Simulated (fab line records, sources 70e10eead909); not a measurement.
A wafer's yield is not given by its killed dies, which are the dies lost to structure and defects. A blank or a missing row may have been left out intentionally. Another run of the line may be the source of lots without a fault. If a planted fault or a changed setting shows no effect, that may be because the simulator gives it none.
Which tool was responsible?	flow nand-harc	24 lots with 72 wafers sampled at 5 steps, on a route of 1159 steps

== WHAT EACH GAUGE READ, for each wafer ==
NHARC_P_M2_INSPECT_27. Usual: raw-defect-count reads 318 (standard deviation 120).
lot	measured	on	raw-defect-count	flag
L074	day 6 09:52	defect-inspect-01	244 315 262	
L076	day 6 17:08	defect-inspect-02	168 308 308	
L075	day 6 20:43	defect-inspect-01	536 512 812	
L077	day 6 21:56	defect-inspect-01	315 248 251	
L078	day 7 11:16	defect-inspect-02	278 213 253	
L079	day 7 12:11	defect-inspect-01	370 439 415	
L080	day 7 13:08	defect-inspect-02	196 317 283	
L081	day 7 21:01	defect-inspect-01	252 194 267	
L082	day 8 05:37	defect-inspect-02	189 210 271	
L083	day 8 12:11	defect-inspect-02	186 191 257	
L085	day 8 21:10	defect-inspect-02	399 390 279	
L084	day 8 22:15	defect-inspect-02	271 383 242	
L086	day 9 10:57	defect-inspect-02	255 587 295	
L087	day 9 11:57	defect-inspect-02	304 335 420	
L088	day 10 08:05	defect-inspect-02	321 266 214	
L089	day 10 10:01	defect-inspect-02	463 374 290	
L091	day 10 12:53	defect-inspect-02	287 261 311	
L090	day 10 13:50	defect-inspect-02	153 138 184	
L092	day 10 16:42	defect-inspect-02	471 309 255	
L093	day 10 19:37	defect-inspect-01	517 397 460	
L094	day 11 06:57	defect-inspect-02	393 175 229	
L095	day 11 17:45	defect-inspect-02	291 370 235	
L096	day 11 18:25	defect-inspect-02	424 335 432	
L097	day 11 23:37	defect-inspect-02	264 294 359	

== TOOL THAT RAN EACH LOT (tool first, then ch and the chambers of the sampled wafers, then the start) ==
lot	NHARC_P_M0_STRIP_18	NHARC_P_M0_DEGAS_28	NHARC_P_M2_ETCH_15	NHARC_P_M2_PRE_CLEAN_30
L074	rie-diel-01 ch 0,1,3, day 5 23:22	pvd-sputter-02, day 5 23:54	rie-diel-06 ch 1,2,3, day 6 09:52 or earlier	pvd-sputter-02, day 6 09:52 or earlier
L076	rie-diel-05 ch 0,1,3, day 6 06:07	pvd-sputter-02, day 6 06:41	rie-diel-06 ch 1,2,3, day 6 17:08 or earlier	pvd-sputter-03, day 6 17:08 or earlier
L075	rie-diel-12 ch 0,1,2, day 6 09:36	pvd-sputter-03, day 6 10:05	rie-diel-06 ch 1,2,3, day 6 20:43 or earlier	pvd-sputter-03, day 6 20:43 or earlier
L077	rie-diel-12 ch 1,2, day 6 10:46	pvd-sputter-03, day 6 11:19	rie-diel-02 ch 1,2, day 6 21:56 or earlier	pvd-sputter-03, day 6 21:56 or earlier
L078	rie-diel-12 ch 0,3, day 7 00:33	pvd-sputter-02, day 7 01:06	rie-diel-06 ch 0,3, day 7 11:16 or earlier	pvd-sputter-02, day 7 11:16 or earlier
L079	rie-diel-05 ch 0,3, day 7 01:15	pvd-sputter-03, day 7 01:47	rie-diel-11 ch 2,3, day 7 12:11 or earlier	pvd-sputter-02, day 7 12:11 or earlier
L080	rie-diel-12 ch 0,1,2, day 7 02:18	pvd-sputter-01, day 7 02:49	rie-diel-06 ch 0,1,3, day 7 13:08 or earlier	pvd-sputter-03, day 7 13:08 or earlier
L081	rie-diel-05 ch 1,2,3, day 7 10:34	pvd-sputter-01, day 7 11:04	rie-diel-06 ch 1,2,3, day 7 21:01 or earlier	pvd-sputter-03, day 7 21:01 or earlier
L082	rie-diel-12 ch 0,1,2, day 7 19:00	pvd-sputter-03, day 7 19:29	rie-diel-02 ch 0,1,3, day 8 05:37 or earlier	pvd-sputter-03, day 8 05:37 or earlier
L083	rie-diel-01 ch 0,1,3, day 8 01:35	pvd-sputter-03, day 8 02:03	rie-diel-06 ch 0,3, day 8 12:11 or earlier	pvd-sputter-02, day 8 12:11 or earlier
L085	rie-diel-05 ch 1,2,3, day 8 10:35	pvd-sputter-01, day 8 11:05	rie-diel-06 ch 1,2,3, day 8 21:10 or earlier	pvd-sputter-02, day 8 21:10 or earlier
L084	rie-diel-05 ch 0,2,3, day 8 10:56	pvd-sputter-02, day 8 11:25	rie-diel-06 ch 0,1,3, day 8 22:15 or earlier	pvd-sputter-03, day 8 22:15 or earlier
L086	rie-diel-05 ch 0,2,3, day 9 00:29	pvd-sputter-03, day 9 01:00	rie-diel-06 ch 0,1,2, day 9 10:57 or earlier	pvd-sputter-02, day 9 10:57 or earlier
L087	rie-diel-01 ch 0,1,2, day 9 01:35	pvd-sputter-01, day 9 02:07	rie-diel-06 ch 1,2, day 9 11:57 or earlier	pvd-sputter-01, day 9 11:57 or earlier
L088	rie-diel-12 ch 1,2, day 9 21:17	pvd-sputter-03, day 9 21:49	rie-diel-06 ch 2,3, day 10 08:05 or earlier	pvd-sputter-01, day 10 08:05 or earlier
L089	rie-diel-05 ch 0,2,3, day 9 23:20	pvd-sputter-01, day 9 23:51	rie-diel-06 ch 0,1, day 10 10:01 or earlier	pvd-sputter-03, day 10 10:01 or earlier
L091	rie-diel-01 ch 1,2,3, day 10 02:22	pvd-sputter-03, day 10 02:59	rie-diel-06 ch 0,2,3, day 10 12:53 or earlier	pvd-sputter-03, day 10 12:53 or earlier
L090	rie-diel-01 ch 1,2,3, day 10 03:07	pvd-sputter-03, day 10 03:40	rie-diel-11 ch 0,1,2, day 10 13:50 or earlier	pvd-sputter-03, day 10 13:50 or earlier
L092	rie-diel-12 ch 1,2,3, day 10 06:24	pvd-sputter-01, day 10 06:56	rie-diel-06 ch 1,2,3, day 10 16:42 or earlier	pvd-sputter-01, day 10 16:42 or earlier
L093	rie-diel-05 ch 0,1, day 10 08:32	pvd-sputter-01, day 10 09:05	rie-diel-06 ch 1,2,3, day 10 19:37 or earlier	pvd-sputter-01, day 10 19:37 or earlier
L094	rie-diel-12 ch 0,1,2, day 10 20:06	pvd-sputter-03, day 10 20:39	rie-diel-02 ch 0,1,2, day 11 06:57 or earlier	pvd-sputter-03, day 11 06:57 or earlier
L095	rie-diel-12 ch 0,1,2, day 11 07:24	pvd-sputter-02, day 11 07:52	rie-diel-06 ch 2,3, day 11 17:45 or earlier	pvd-sputter-02, day 11 17:45 or earlier
L096	rie-diel-05 ch 0,3, day 11 08:13	pvd-sputter-01, day 11 08:44	rie-diel-06 ch 0,1, day 11 18:25 or earlier	pvd-sputter-01, day 11 18:25 or earlier
L097	rie-diel-01 ch 0,1,3, day 11 13:05	pvd-sputter-02, day 11 13:37	rie-diel-02 ch 0,1,2, day 11 23:37 or earlier	pvd-sputter-02, day 11 23:37 or earlier
- NHARC_P_M0_STRIP_18: strips in N2/H2.
- NHARC_P_M0_DEGAS_28: time 60 s.
- NHARC_P_M2_ETCH_15: etches the open film in C4F8/Ar, target depth 182.5 nm, time 91.2 s.
- NHARC_P_M2_PRE_CLEAN_30: time 30 s.

== WHAT THE TOOLS THEMSELVES READ (means of the sampled wafers that have a number; where no wafer has one, the mark that the record gives instead) ==
NHARC_P_M0_STRIP_18. Usual: chamber-pressure-mTorr is 30.001 mTorr with standard deviation 0.028, drypump-motor-current-A is 6.0 A with standard deviation 0.58, mfc-ar-sccm is 0.007 sccm with standard deviation 0.0083, oes-product-au is 0.996 a.u. with standard deviation 0.0097, rf-vpp-V is 90.9 V with standard deviation 0.94, showerhead-plenum-p-Torr is 2.08 Torr with standard deviation 0.071, and throttle-valve-pct is 14.171 % with standard deviation 0.0095.
lot	tool	chamber-pressure-mTorr (mTorr)	drypump-motor-current-A (A)	mfc-ar-sccm (sccm)	oes-product-au (a.u.)	rf-vpp-V (V)	showerhead-plenum-p-Torr (Torr)	throttle-valve-pct (%)	flag
L074	rie-diel-01	30.036	6.4	0.015	1.006	90.6	2.07	14.167	
L076	rie-diel-05	30.010	5.9	0.000	1.009	91.0	2.12	14.169	
L075	rie-diel-12	29.990	6.1	0.000	0.992	90.6	2.09	14.178	
L077	rie-diel-12	29.978	6.2	0.001	0.995	91.7	2.16	14.172	
L078	rie-diel-12	30.014	6.4	0.004	0.994	91.0	2.03	14.174	
L079	rie-diel-05	30.003	5.8	0.000	1.009	91.2	2.13	14.171	
L080	rie-diel-12	29.996	6.1	0.000	0.994	91.1	2.09	14.162	
L081	rie-diel-05	29.995	5.5	0.007	0.997	91.2	2.08	14.171	
L082	rie-diel-12	30.015	6.1	0.000	0.994	90.0	2.09	14.174	
L083	rie-diel-01	30.013	6.4	0.015	0.991	90.8	2.07	14.174	
L085	rie-diel-05	29.995	5.5	0.007	0.997	90.3	2.07	14.170	
L084	rie-diel-05	30.011	5.4	0.007	0.999	91.5	2.08	14.174	
L086	rie-diel-05	29.982	5.4	0.007	1.004	91.3	2.08	14.179	
L087	rie-diel-01	29.988	5.8	0.011	0.987	91.5	2.09	14.162	
L088	rie-diel-12	29.975	6.2	0.001	1.007	91.9	2.16	14.175	
L089	rie-diel-05	29.999	5.4	0.007	1.001	89.9	2.08	14.171	
L091	rie-diel-01	30.023	5.9	0.013	0.987	90.7	2.03	14.167	
L090	rie-diel-01	30.001	5.9	0.013	0.989	90.7	2.03	14.178	
L092	rie-diel-12	30.035	6.2	0.004	0.997	91.0	2.12	14.169	
L093	rie-diel-05	29.994	6.3	0.000	1.006	90.9	2.10	14.166	
L094	rie-diel-12	29.984	6.1	0.000	1.002	90.9	2.08	14.168	
L095	rie-diel-12	30.002	6.1	0.000	0.998	90.1	2.08	14.175	
L096	rie-diel-05	30.032	5.8	0.000	1.003	91.4	2.13	14.173	
L097	rie-diel-01	29.949	6.4	0.015	0.998	90.3	2.07	14.170	

NHARC_P_M0_DEGAS_28. Usual: heater-power-w reads 341 W (standard deviation 34).
lot	tool	heater-power-w (W)	flag
L074	pvd-sputter-02	368	
L076	pvd-sputter-02	368	
L075	pvd-sputter-03	370	
L077	pvd-sputter-03	350	
L078	pvd-sputter-02	393	
L079	pvd-sputter-03	350	
L080	pvd-sputter-01	330	
L081	pvd-sputter-01	324	
L082	pvd-sputter-03	375	
L083	pvd-sputter-03	330	
L085	pvd-sputter-01	311	
L084	pvd-sputter-02	340	
L086	pvd-sputter-03	336	
L087	pvd-sputter-01	330	
L088	pvd-sputter-03	360	
L089	pvd-sputter-01	297	
L091	pvd-sputter-03	362	
L090	pvd-sputter-03	327	
L092	pvd-sputter-01	309	
L093	pvd-sputter-01	309	
L094	pvd-sputter-03	339	
L095	pvd-sputter-02	339	
L096	pvd-sputter-01	300	
L097	pvd-sputter-02	347	

NHARC_P_M2_ETCH_15. Usual: chamber-pressure-mTorr 24.998 mTorr, standard deviation 0.023; oes-product-au 0.945 a.u., standard deviation 0.021; rf-vpp-V 440.2 V, standard deviation 3.
lot	tool	chamber-pressure-mTorr (mTorr)	oes-product-au (a.u.)	rf-vpp-V (V)	flag
L074	rie-diel-06	25.013	0.959	438.5	
L076	rie-diel-06	25.012	0.963	438.6	
L075	rie-diel-06	25.018	0.947	438.2	
L077	rie-diel-02	24.995	0.915	440.1	
L078	rie-diel-06	25.003	0.953	442.0	
L079	rie-diel-11	24.980	0.931	439.2	
L080	rie-diel-06	24.971	0.952	441.9	
L081	rie-diel-06	25.000	0.977	437.2	
L082	rie-diel-02	25.002	0.965	440.1	
L083	rie-diel-06	24.976	0.922	443.7	
L085	rie-diel-06	25.006	0.923	438.6	
L084	rie-diel-06	24.988	0.962	441.6	
L086	rie-diel-06	25.022	0.952	439.7	
L087	rie-diel-06	24.982	0.930	437.9	
L088	rie-diel-06	25.003	0.925	437.8	
L089	rie-diel-06	24.994	0.937	441.1	
L091	rie-diel-06	24.983	0.968	441.8	
L090	rie-diel-11	24.971	0.914	440.0	
L092	rie-diel-06	25.012	0.929	438.7	
L093	rie-diel-06	24.991	0.969	439.1	
L094	rie-diel-02	24.995	0.923	441.8	
L095	rie-diel-06	25.010	0.965	438.5	
L096	rie-diel-06	24.997	0.967	443.1	
L097	rie-diel-02	24.999	0.925	441.6	

NHARC_P_M2_PRE_CLEAN_30. Usual: heater-power-w reads 424 W (standard deviation 42).
lot	tool	heater-power-w (W)	flag
L074	pvd-sputter-02	455	
L076	pvd-sputter-03	414	
L075	pvd-sputter-03	444	
L077	pvd-sputter-03	415	
L078	pvd-sputter-02	453	
L079	pvd-sputter-02	416	
L080	pvd-sputter-03	435	
L081	pvd-sputter-03	406	
L082	pvd-sputter-03	427	
L083	pvd-sputter-02	449	
L085	pvd-sputter-02	386	
L084	pvd-sputter-03	451	
L086	pvd-sputter-02	456	
L087	pvd-sputter-01	403	
L088	pvd-sputter-01	388	
L089	pvd-sputter-03	454	
L091	pvd-sputter-03	416	
L090	pvd-sputter-03	430	
L092	pvd-sputter-01	380	
L093	pvd-sputter-01	376	
L094	pvd-sputter-03	445	
L095	pvd-sputter-02	452	
L096	pvd-sputter-01	406	
L097	pvd-sputter-02	418	

== THE ANSWER, worked out from the rows above alone ==
Rule: a lot counts as off when the mean over its wafers that have a number is more than 3 standard deviations away from the usual mean. A lot without any number at a reading at which 4 lots or more have one is off too. The other lots that the step has rows for count as sound. After the gauges, taken in route order, come the tools' own readings; for these a lot's mean is taken, as printed above. At the first step where some lot is off, the reading lying furthest off is the one used; lots without a number count as furthest.
Across all readings shown, no lot is off: no conclusion can be drawn from this.

== WHAT THE SIMULATOR PUT IN ==
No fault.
